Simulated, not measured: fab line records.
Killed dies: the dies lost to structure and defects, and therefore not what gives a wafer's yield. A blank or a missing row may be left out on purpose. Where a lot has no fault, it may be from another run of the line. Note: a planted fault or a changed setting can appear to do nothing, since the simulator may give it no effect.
Chamber matching / flow n5 finfet / 4 sister chambers for N5_BEOL_M2_ETCH_77 on rie diel-01
The step etches underlayer in N2/H2, target depth 6.5 nm, time 5.2 s. 4 wafers are shown with their chamber, then 8 later ones without.

## EACH WAFER AND ITS CHAMBER
wafer=L080.1; chamber=1; throttle valve pct (%)=17.60
wafer=L084.5; chamber=0; throttle valve pct (%)=17.93
wafer=L084.6; chamber=3; throttle valve pct (%)=18.03
wafer=L087.2; chamber=2; throttle valve pct (%)=18.09

## WAFERS WITHOUT THEIR CHAMBER
wafer=L087.3; throttle valve pct (%)=17.63
wafer=L087.6; throttle valve pct (%)=17.63
wafer=L088.2; throttle valve pct (%)=17.94
wafer=L088.3; throttle valve pct (%)=18.04
wafer=L088.4; throttle valve pct (%)=18.09
wafer=L092.3; throttle valve pct (%)=17.95
wafer=L092.5; throttle valve pct (%)=17.97
wafer=L092.6; throttle valve pct (%)=18.04

## WHICH CHAMBER EACH ONE RAN IN
wafer=L087.3; from the rows above=1; in truth=1
wafer=L087.6; from the rows above=1; in truth=1
wafer=L088.2; from the rows above=0; in truth=0
wafer=L088.3; from the rows above=can't be placed: 3 or 2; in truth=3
wafer=L088.4; from the rows above=2; in truth=2
wafer=L092.3; from the rows above=0; in truth=0
wafer=L092.5; from the rows above=can't be placed: 0 or 3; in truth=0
wafer=L092.6; from the rows above=can't be placed: 3 or 2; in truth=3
Correctly placed: 5 of 8. Not placeable from these rows: 3 (in 3, the candidates include the true chamber). Placed wrongly: 0.
How it was worked out, from the rows above alone: a wafer's distance from a chamber is the root of the sum, over the readings, of the square of ((its reading less the chamber's mean) divided by the reading's scatter). If the next closest chamber is less than 2 further off than the closest, the wafer can't be placed; otherwise it belongs to the closest. Each chamber's mean is taken over the wafers shown for it. The scatter: with one shown wafer a chamber, the root of the mean of the squares of how far each hidden wafer lies from its nearest shown one.
